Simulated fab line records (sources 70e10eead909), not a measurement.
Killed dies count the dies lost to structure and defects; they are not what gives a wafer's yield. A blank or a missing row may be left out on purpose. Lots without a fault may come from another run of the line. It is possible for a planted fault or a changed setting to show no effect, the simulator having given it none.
fab line records	flow nand-harc	part 1 of 2: steps 1 to 4 of 6
[record] lots = 22	wafers = 66	last-day = 24
route steps=1159 shown A_STAIRCASE@561
lots that met no fault: taken from a fault-free run of the same line
start-h: start of the lot's first displayed wafer, in hours after the record's first day	wait-h: time in hours since the lot's previous step	" as in the row above	L1.1+2: a single row standing in for several wafers	- no value, or no start was given	* or withheld: withheld	< > ~ a bound
route shown NAME@n: a module of which the file shows steps, and the number in the route of the first	usual: mean/standard deviation of fault-free wafers	same: alike in all rows	chamber/n: place in a boat	sites: the reading at each site	_std_site: the standard deviation of these	_edge_site: inner sites' mean taken away from outer sites' mean	radius-mm: for every site, how far away it sits from the centre of the wafer	mask NAME#n: copy n	behind: the tool/chamber that last shaped the wafer	hold: why the lot was held/for how many hours/how that ended	device: the n, p or np transistor that did not switch	end of line: the same wafers' tests at the end of the route	a step given without rows: its recipe and nothing more	killed: dies that structure and defects cost at the first sort, which is not the same as the wafer's yield	map: a wafer's dies, x killed, . not, _ none there
set.NAME: setting as actually run; set.NAME@STEP: the setting as run at that earlier step	model.NAME: the simulator's own value behind a step, which no gauge read
steps of the route over a sample of lots; a table a step, a row a wafer
services: from which hour (start-h, from the record's first day; less than 0 if before it) a tool's chamber was out of use, for how many hours, and why
[[steps]]
[step NHARC_A_STAIRCASE_TRIM_24]
[recipe] time-s = 211.2	o2-flow-sccm = 500	ar-flow-sccm = 0	bias-w = 0	chemistry = O2
[usual] drypump-motor-current-A = 5.7/0.48	oes-product-au = 0.996/0.0099	rf-vpp-V = 57.7/0.83	showerhead-plenum-p-Torr = 3.53/0.12	throttle-valve-pct = 17.036/0.0088
lot.wafer	tool	chamber	start-h	wait-h	drypump-motor-current-A	oes-product-au	rf-hours-counter-h	rf-vpp-V	showerhead-plenum-p-Torr	throttle-valve-pct
L074.1	rie-diel-06	0	-	-	5.2	1.009	67	57.8	3.48	17.033
L074.2	"	2	"	"	6.1	1.014	62	57.5	3.61	17.045
L074.6	"	0	"	"	5.3	1.008	-	57.9	3.48	17.028
L076.4	rie-diel-06	3	-	-	6.1	0.999	0	58.2	3.68	17.039
L076.1	"	2	"	"	6.1	0.998	0	58.5	3.61	17.043
L076.5	"	0	"	"	5.3	0.977	-	57.6	3.48	17.045
L077.3	rie-diel-08	0	-	-	5.8	1.004	37	57.8	3.41	17.041
L077.5	"	1	"	"	6.6	1.002	-	58.7	3.70	17.036
L077.4	"	3	"	"	5.2	0.998	-	57.9	3.47	17.034
L078.1	rie-diel-06	0	-	-	5.2	0.992	3	57.7	3.47	17.047
L078.2	"	1	"	"	5.8	0.992	3	59.7	3.65	17.052
L078.5	"	0	"	"	5.2	0.993	-	57.7	3.47	17.032
L080.4	rie-diel-12	2	-	-	5.5	0.996	24	56.6	3.53	17.043
L080.1	"	3	"	"	4.7	0.989	25	57.8	3.44	17.038
L080.6	"	2	"	"	5.5	0.996	-	57.5	3.53	17.033
L079.3	rie-diel-08	1	-	-	6.6	1.006	53	57.6	3.70	17.041
L079.6	"	1	"	"	6.6	0.999	-	58.1	3.70	17.049
L079.5	"	2	"	"	5.8	1.016	-	57.4	3.32	17.045
L083.2	rie-diel-08	2	-	-	5.8	1.011	49	56.6	3.32	17.040
L083.5	"	3	"	"	5.2	0.985	-	57.5	3.46	17.036
L083.6	"	0	"	"	5.8	1.007	-	57.8	3.41	17.048
L082.1	rie-diel-12	3	-	-	4.7	0.995	30	57.5	3.43	17.011
L082.3	"	0	"	"	5.9	0.977	24	57.2	3.52	17.049
L082.5	"	2	"	"	5.5	0.994	-	59.6	3.52	17.029
L081.2	rie-diel-06	1	-	-	5.8	0.986	15	57.0	3.65	17.039
L081.1	"	3	"	"	6.1	1.002	15	59.2	3.67	17.040
L081.5	"	1	"	"	5.9	0.993	-	57.8	3.65	17.028
L085.1	rie-diel-12	2	-	-	5.4	0.999	35	57.4	3.52	17.032
L085.6	"	3	"	"	4.7	1.005	-	58.3	3.43	17.044
L085.5	"	0	"	"	5.8	0.986	-	58.7	3.52	17.029
L084.4	rie-diel-12	1	-	-	6.0	0.972	34	56.9	3.65	17.035
L084.1	"	3	"	"	4.7	0.989	36	57.9	3.43	17.036
L084.5	"	1	"	"	6.0	0.979	-	58.7	3.65	17.023
L087.1	rie-diel-12	0	-	-	5.8	0.980	36	57.8	3.51	17.024
L087.3	"	1	"	"	6.0	0.985	40	57.8	3.65	17.049
L087.5	"	1	"	"	6.0	0.980	-	57.3	3.65	17.027
L088.2	rie-diel-06	0	-	-	5.2	0.983	26	56.8	3.46	17.044
L088.4	"	2	"	"	6.1	0.999	26	56.6	3.59	17.053
L088.6	"	0	"	"	5.2	0.999	-	57.9	3.46	17.030
L089.4	rie-diel-08	2	-	-	5.8	1.001	7	58.4	3.31	17.034
L089.6	"	1	"	"	6.6	0.974	-	57.3	3.69	17.047
L089.5	"	2	"	"	5.8	0.997	-	56.5	3.31	17.030
L090.4	rie-diel-08	1	-	-	6.6	0.992	9	57.9	3.69	17.053
L090.2	"	2	"	"	5.8	1.002	10	56.7	3.31	17.044
L090.6	"	0	"	"	5.8	0.995	-	58.1	3.40	17.037
L091.3	rie-diel-06	1	-	-	5.9	0.985	32	57.4	3.64	17.042
L091.1	"	2	"	"	6.2	1.015	34	57.1	3.59	17.034
L091.6	"	0	"	"	5.2	0.993	-	55.7	3.46	17.039
L093.1	rie-diel-12	2	-	-	5.5	1.015	53	57.5	3.51	17.026
L093.3	"	3	"	"	4.7	0.995	52	57.9	3.42	17.028
L093.2	"	1	"	"	6.0	0.987	52	58.2	3.64	17.048
L092.1	rie-diel-08	3	-	-	5.2	0.995	13	56.4	3.45	17.047
L092.3	"	1	"	"	6.6	0.985	11	57.3	3.69	17.030
L092.5	"	3	"	"	5.2	1.000	-	57.4	3.45	17.024
L094.4	rie-diel-12	3	-	-	4.7	0.990	55	57.6	3.42	17.034
L094.3	"	0	"	"	5.8	0.987	50	58.9	3.50	17.036
L094.6	"	2	"	"	5.4	1.009	-	57.3	3.51	17.063
L095.3	rie-diel-06	0	-	-	5.3	0.997	39	58.0	3.45	17.037
L095.6	"	3	"	"	6.1	1.001	-	58.6	3.66	17.035
L095.5	"	0	"	"	5.2	0.993	-	57.5	3.45	17.028
L097.2	rie-diel-06	2	-	-	6.1	1.015	46	57.9	3.58	17.029
L097.1	"	3	"	"	6.1	1.007	42	57.7	3.66	17.036
L097.6	"	2	"	"	6.2	1.008	-	57.2	3.58	17.049
L096.4	rie-diel-08	2	-	-	5.8	1.000	26	56.8	3.30	17.051
L096.1	"	0	"	"	5.8	0.996	23	58.1	3.39	17.034
L096.6	"	3	"	"	5.2	0.988	-	58.1	3.45	17.031
[step NHARC_A_STAIRCASE_TRIM_220]
[recipe] time-s = 211.2	o2-flow-sccm = 500	ar-flow-sccm = 0	bias-w = 0	chemistry = O2
[usual] drypump-motor-current-A = 5.8/0.49	oes-product-au = 0.998/0.01	rf-vpp-V = 57.9/0.89	showerhead-plenum-p-Torr = 3.54/0.12	throttle-valve-pct = 17.037/0.0093
lot.wafer	tool	chamber	start-h	wait-h	drypump-motor-current-A	oes-product-au	rf-hours-counter-h	rf-vpp-V	showerhead-plenum-p-Torr	throttle-valve-pct
L074.1	rie-diel-08	1	247.79	0.4	6.6	0.994	42	58.6	3.71	17.036
L074.2	"	3	"	"	5.2	1.006	43	57.9	3.47	17.042
L074.6	"	3	"	"	5.2	1.003	-	57.3	3.47	17.030
L076.1	rie-diel-08	0	257.76	0.1	5.8	0.993	37	57.8	3.41	17.042
L076.4	"	0	"	"	5.8	0.987	-	57.1	3.41	17.053
L076.5	"	3	"	"	5.2	0.997	-	59.1	3.47	17.024
L077.4	rie-diel-08	1	265.41	0.2	6.6	1.011	52	58.2	3.70	17.028
L077.3	"	3	"	"	5.2	0.997	54	58.2	3.47	17.021
L077.5	"	1	"	"	6.6	0.999	-	57.3	3.70	17.038
L078.2	rie-diel-12	2	265.44	0.1	5.4	0.997	24	59.0	3.53	17.040
L078.1	"	3	"	"	4.7	0.998	25	57.6	3.44	17.042
L078.5	"	3	"	"	4.8	1.000	-	58.6	3.44	17.039
L080.1	rie-diel-06	1	271.54	0.1	5.9	0.991	8	58.0	3.65	17.026
L080.4	"	2	"	"	6.1	1.018	8	56.8	3.61	17.040
L080.6	"	2	"	"	6.1	1.009	-	59.9	3.61	17.027
L079.3	rie-diel-06	2	272.82	0.1	6.1	1.005	8	57.7	3.61	17.047
L079.5	"	1	"	"	5.8	0.992	-	57.4	3.65	17.023
L079.6	"	2	"	"	6.1	1.015	-	57.6	3.61	17.036
L082.1	rie-diel-08	3	284.12	0.1	5.2	0.990	60	59.3	3.46	17.034
L082.3	"	1	"	"	6.6	0.996	58	56.8	3.70	17.052
L082.5	"	0	"	"	5.8	1.001	-	58.3	3.41	17.033
L083.2	rie-diel-06	3	284.51	0.1	6.1	1.010	12	57.8	3.67	17.029
L083.5	"	3	"	"	6.2	0.999	-	57.5	3.67	17.054
L083.6	"	0	"	"	5.2	0.994	-	57.0	3.47	17.038
L081.1	rie-diel-08	2	294.12	0.1	5.8	1.001	54	56.5	3.32	17.035
L081.2	"	3	"	"	5.2	0.996	62	56.3	3.46	17.034
L081.5	"	3	"	"	5.2	0.983	-	56.0	3.46	17.034
L085.1	rie-diel-12	2	304.85	0.1	5.5	1.018	38	57.5	3.52	17.040
L085.5	"	1	"	"	6.0	0.982	-	57.9	3.65	17.045
L085.6	"	2	"	"	5.5	1.031	-	58.8	3.52	17.034
L084.1	rie-diel-12	2	307.06	0.2	5.5	1.009	39	58.1	3.52	17.051
L084.4	"	0	"	"	5.8	0.988	33	58.3	3.51	17.023
L084.5	"	2	"	"	5.4	1.007	-	58.5	3.52	17.032
L087.3	rie-diel-12	3	319.96	0.1	4.8	0.994	45	56.7	3.43	17.017
L087.1	"	1	"	"	6.0	0.983	42	58.0	3.65	17.028
L087.5	"	3	"	"	4.8	0.985	-	56.7	3.43	17.048
L088.2	rie-diel-06	2	326.02	0.1	6.1	1.018	30	58.5	3.59	17.036
L088.4	"	1	"	"	5.9	0.998	27	58.1	3.64	17.045
L088.6	"	3	"	"	6.2	1.002	-	57.8	3.66	17.039
L089.4	rie-diel-06	2	334.40	0.1	6.1	1.013	32	58.2	3.59	17.048
L089.5	"	3	"	"	6.1	1.005	-	56.0	3.66	17.035
L089.6	"	0	"	"	5.3	0.992	-	59.4	3.46	17.030
L090.4	rie-diel-08	1	345.42	0.1	6.6	1.009	12	57.9	3.69	17.049
L090.2	"	3	"	"	5.2	1.002	13	57.6	3.45	17.030
L090.6	"	1	"	"	6.6	0.990	-	58.6	3.69	17.016
L091.1	rie-diel-06	0	346.27	0.1	5.2	1.000	36	56.8	3.46	17.034
L091.3	"	2	"	"	6.2	1.014	38	57.1	3.59	17.045
L091.6	"	3	"	"	6.1	1.006	-	58.2	3.66	17.036
L093.1	rie-diel-08	0	350.09	0.1	5.8	0.998	13	55.9	3.40	17.052
L093.2	"	2	"	"	5.8	1.003	16	57.4	3.31	17.052
L093.3	"	3	"	"	5.2	0.991	15	57.9	3.45	17.031
L092.1	rie-diel-06	2	350.91	0.1	6.1	1.016	39	58.4	3.59	17.019
L092.3	"	3	"	"	6.1	1.004	36	59.6	3.66	17.044
L092.5	"	1	"	"	5.9	1.002	-	59.6	3.63	17.025
L094.4	rie-diel-08	2	360.25	0.1	5.9	1.007	19	57.7	3.30	17.037
L094.3	"	3	"	"	5.2	0.996	20	58.2	3.45	17.040
L094.6	"	3	"	"	5.2	0.986	-	56.2	3.45	17.042
L095.3	rie-diel-06	3	360.86	0.1	6.1	1.003	39	59.8	3.66	17.033
L095.6	"	2	"	"	6.2	1.003	-	57.1	3.59	17.026
L095.5	"	3	"	"	6.1	1.002	-	57.8	3.66	17.034
L097.2	rie-diel-12	0	376.74	0.1	5.9	0.976	57	58.1	3.50	17.030
L097.1	"	1	"	"	6.0	0.985	62	57.9	3.64	17.031
L097.6	"	0	"	"	5.9	0.974	-	58.9	3.50	17.043
L096.4	rie-diel-08	2	383.27	0.1	5.8	1.009	28	56.8	3.30	17.026
L096.1	"	0	"	"	5.8	1.006	24	57.6	3.39	17.032
L096.6	"	3	"	"	5.2	0.992	-	58.1	3.45	17.039
[step NHARC_A_STAIRCASE_ETCH_223]
[recipe] target-depth-a = 1000	time-s = 40.5	ion-energy-ev = 400	c4f8-flow-sccm = 20	o2-flow-sccm = 10	ar-flow-sccm = withheld	rf-w = 600	bias-w = 1000	chemistry = C4F8/O2
[usual] oes-product-au = 0.937/0.012	rf-vpp-V = 896/4.3
lot.wafer	tool	chamber	start-h	wait-h	oes-product-au	rf-hours-counter-h	rf-vpp-V
L074.1	rie-diel-08	3	-	-	0.932	44	893
L074.2	"	1	"	"	0.929	43	902
L074.6	"	3	"	"	0.926	-	894
L076.1	rie-diel-08	1	-	-	0.940	49	904
L076.5	"	1	"	"	0.930	-	903
L076.4	"	3	"	"	0.940	-	893
L077.4	rie-diel-08	0	-	-	0.932	42	893
L077.3	"	1	"	"	0.926	53	902
L077.5	"	0	"	"	0.923	-	892
L078.1	rie-diel-12	0	-	-	0.925	19	896
L078.2	"	2	"	"	0.934	24	896
L078.5	"	1	"	"	0.921	-	902
L080.4	rie-diel-06	1	-	-	0.934	8	899
L080.1	"	3	"	"	0.962	8	901
L080.6	"	1	"	"	0.943	-	900
L079.3	rie-diel-06	0	-	-	0.959	8	894
L079.5	"	3	"	"	0.947	-	901
L079.6	"	0	"	"	0.965	-	895
L082.3	rie-diel-08	1	-	-	0.936	59	902
L082.1	"	3	"	"	0.948	60	893
L082.5	"	1	"	"	0.940	-	902
L083.2	rie-diel-06	3	-	-	0.931	12	901
L083.5	"	0	"	"	0.951	-	896
L083.6	"	1	"	"	0.949	-	901
L081.1	rie-diel-08	0	-	-	0.946	50	891
L081.2	"	2	"	"	0.943	54	891
L081.5	"	0	"	"	0.950	-	892
L085.1	rie-diel-12	2	-	-	0.934	39	895
L085.5	"	2	"	"	0.938	-	897
L085.6	"	3	"	"	0.932	-	892
L084.1	rie-diel-12	3	-	-	0.922	40	892
L084.4	"	2	"	"	0.939	40	896
L084.5	"	3	"	"	0.915	-	892
L087.1	rie-diel-12	3	-	-	0.919	45	891
L087.3	"	2	"	"	0.934	44	895
L087.5	"	3	"	"	0.927	-	892
L088.2	rie-diel-06	3	-	-	0.944	29	900
L088.4	"	1	"	"	0.937	28	899
L088.6	"	3	"	"	0.935	-	901
L089.4	rie-diel-06	0	-	-	0.937	32	893
L089.5	"	2	"	"	0.962	-	899
L089.6	"	3	"	"	0.935	-	900
L090.4	rie-diel-08	2	-	-	0.949	14	888
L090.2	"	3	"	"	0.935	14	893
L090.6	"	2	"	"	0.951	-	888
L091.3	rie-diel-06	0	-	-	0.931	36	894
L091.1	"	2	"	"	0.934	38	900
L091.6	"	0	"	"	0.939	-	893
L093.1	rie-diel-08	1	-	-	0.933	13	901
L093.3	"	2	"	"	0.952	16	888
L093.2	"	3	"	"	0.945	15	894
L092.1	rie-diel-06	0	-	-	0.931	38	894
L092.3	"	1	"	"	0.949	37	899
L092.5	"	2	"	"	0.958	-	898
L094.3	rie-diel-08	2	-	-	0.934	20	886
L094.4	"	0	"	"	0.931	18	891
L094.6	"	2	"	"	0.933	-	888
L095.3	rie-diel-06	1	-	-	0.953	41	899
L095.6	"	2	"	"	0.961	-	897
L095.5	"	3	"	"	0.942	-	901
L097.2	rie-diel-12	1	-	-	0.918	62	899
L097.1	"	0	"	"	0.922	57	896
L097.6	"	0	"	"	0.932	-	895
L096.4	rie-diel-08	1	-	-	0.933	25	902
L096.1	"	2	"	"	0.937	28	888
L096.6	"	1	"	"	0.934	-	902
[step NHARC_A_STAIRCASE_HM_OPEN_460]
[recipe] o2-flow-sccm = 400	cos-flow-sccm = 20	ar-flow-sccm = 0	rf-w = 500	bias-w = 300	chemistry = O2/COS
[usual] drypump-motor-current-A = 5.8/0.51	oes-product-au = 0.995/0.0099	rf-vpp-V = 467.0/2.4	showerhead-plenum-p-Torr = 3.12/0.11	throttle-valve-pct = 28.331/0.0089
lot.wafer	tool	chamber	start-h	wait-h	drypump-motor-current-A	oes-product-au	rf-hours-counter-h	rf-vpp-V	showerhead-plenum-p-Torr	throttle-valve-pct
L074.2	rie-diel-08	0	-	-	5.8	0.997	38	464.0	3.02	28.332
L074.1	"	1	"	"	6.6	0.993	49	470.5	3.28	28.340
L074.6	"	0	"	"	5.8	0.991	-	463.9	3.02	28.340
L076.1	rie-diel-08	0	-	-	5.8	0.996	42	464.3	3.02	28.338
L076.4	"	2	"	"	5.8	1.019	45	463.9	2.94	28.338
L076.5	"	0	"	"	5.8	0.988	-	466.3	3.02	28.326
L078.1	rie-diel-12	3	-	-	4.7	0.995	27	465.3	3.04	28.351
L078.2	"	0	"	"	5.8	0.986	21	466.2	3.11	28.330
L078.5	"	0	"	"	5.8	1.000	-	467.9	3.11	28.335
L077.3	rie-diel-06	0	-	-	5.2	0.992	8	466.6	3.07	28.341
L077.4	"	1	"	"	5.9	0.989	9	468.4	3.23	28.327
L077.5	"	2	"	"	6.2	1.008	-	468.4	3.19	28.332
L080.4	rie-diel-06	1	-	-	5.8	0.986	10	470.5	3.23	28.326
L080.1	"	2	"	"	6.1	1.005	10	468.2	3.19	28.335
L080.6	"	3	"	"	6.2	1.010	-	470.4	3.25	28.341
L079.3	rie-diel-12	1	-	-	6.0	0.983	29	469.2	3.23	28.322
L079.5	"	1	"	"	6.0	0.979	-	469.8	3.23	28.343
L079.6	"	2	"	"	5.4	0.996	-	467.9	3.12	28.333
L082.3	rie-diel-06	2	-	-	6.1	1.006	16	468.2	3.19	28.332
L082.1	"	3	"	"	6.1	1.003	16	468.8	3.25	28.325
L082.5	"	1	"	"	5.8	0.996	-	469.5	3.23	28.317
L083.2	rie-diel-08	1	-	-	6.6	0.991	62	469.7	3.27	28.335
L083.6	"	1	"	"	6.6	0.998	-	469.0	3.27	28.331
L083.5	"	2	"	"	5.8	1.000	-	462.4	2.93	28.337
L081.1	rie-diel-12	0	-	-	5.9	0.994	31	465.8	3.11	28.325
L081.2	"	2	"	"	5.5	1.003	37	468.9	3.12	28.328
L081.5	"	1	"	"	6.0	0.983	-	469.1	3.23	28.327
L085.1	rie-diel-06	3	-	-	6.1	1.000	25	471.6	3.24	28.338
L085.6	"	1	"	"	5.9	0.983	-	469.0	3.22	28.324
L085.5	"	2	"	"	6.1	1.007	-	467.1	3.18	28.336
L084.1	rie-diel-08	0	-	-	5.8	0.996	1	464.4	3.01	28.313
L084.4	"	3	"	"	5.2	0.995	1	466.7	3.06	28.321
L084.5	"	0	"	"	5.8	1.005	-	464.5	3.01	28.329
L087.1	rie-diel-08	1	-	-	6.6	1.005	7	469.3	3.27	28.328
L087.3	"	2	"	"	5.8	1.016	8	463.5	2.93	28.332
L087.5	"	0	"	"	5.8	1.001	-	464.2	3.01	28.323
L088.2	rie-diel-08	0	-	-	5.8	0.988	8	465.7	3.01	28.345
L088.4	"	1	"	"	6.6	0.974	8	469.2	3.27	28.344
L088.6	"	2	"	"	5.8	0.996	-	463.7	2.93	28.333
L089.4	rie-diel-06	1	-	-	5.8	0.990	35	469.7	3.22	28.337
L089.5	"	1	"	"	5.8	0.993	-	468.9	3.22	28.343
L089.6	"	2	"	"	6.2	1.017	-	467.9	3.18	28.331
L090.2	rie-diel-08	1	-	-	6.6	0.989	15	470.1	3.26	28.336
L090.4	"	2	"	"	5.8	1.003	17	463.1	2.92	28.319
L090.6	"	2	"	"	5.8	0.998	-	464.0	2.92	28.345
L091.3	rie-diel-08	3	-	-	5.2	1.004	18	465.6	3.05	28.329
L091.1	"	1	"	"	6.6	0.990	15	471.6	3.26	28.335
L091.6	"	3	"	"	5.2	0.994	-	467.1	3.05	28.343
L093.2	rie-diel-12	3	-	-	4.7	0.995	56	466.1	3.03	28.347
L093.1	"	0	"	"	5.9	0.981	50	467.1	3.10	28.318
L093.3	"	1	"	"	6.0	0.984	55	468.2	3.22	28.329
L092.3	rie-diel-12	0	-	-	5.8	0.985	51	467.5	3.10	28.339
L092.1	"	3	"	"	4.7	0.985	56	464.8	3.02	28.334
L092.5	"	1	"	"	6.0	0.991	-	469.1	3.22	28.336
L094.3	rie-diel-08	2	-	-	5.8	0.999	23	462.5	2.92	28.334
L094.4	"	3	"	"	5.2	0.991	23	466.0	3.05	28.312
L094.6	"	0	"	"	5.8	1.002	-	464.5	3.00	28.336
L095.3	rie-diel-12	2	-	-	5.4	1.004	60	466.1	3.10	28.319
L095.6	"	3	"	"	4.7	0.990	-	464.1	3.02	28.325
L095.5	"	0	"	"	5.8	0.982	-	466.6	3.10	28.323
L097.1	rie-diel-08	3	-	-	5.2	0.986	30	467.3	3.05	28.338
L097.2	"	0	"	"	5.8	1.003	26	464.5	3.00	28.332
L097.6	"	1	"	"	6.6	0.986	-	469.4	3.26	28.328
L096.4	rie-diel-12	1	-	-	6.0	0.962	2	469.0	3.22	28.316
L096.1	"	3	"	"	4.7	0.991	2	465.4	3.02	28.322
L096.6	"	2	"	"	5.4	0.999	-	467.1	3.10	28.318
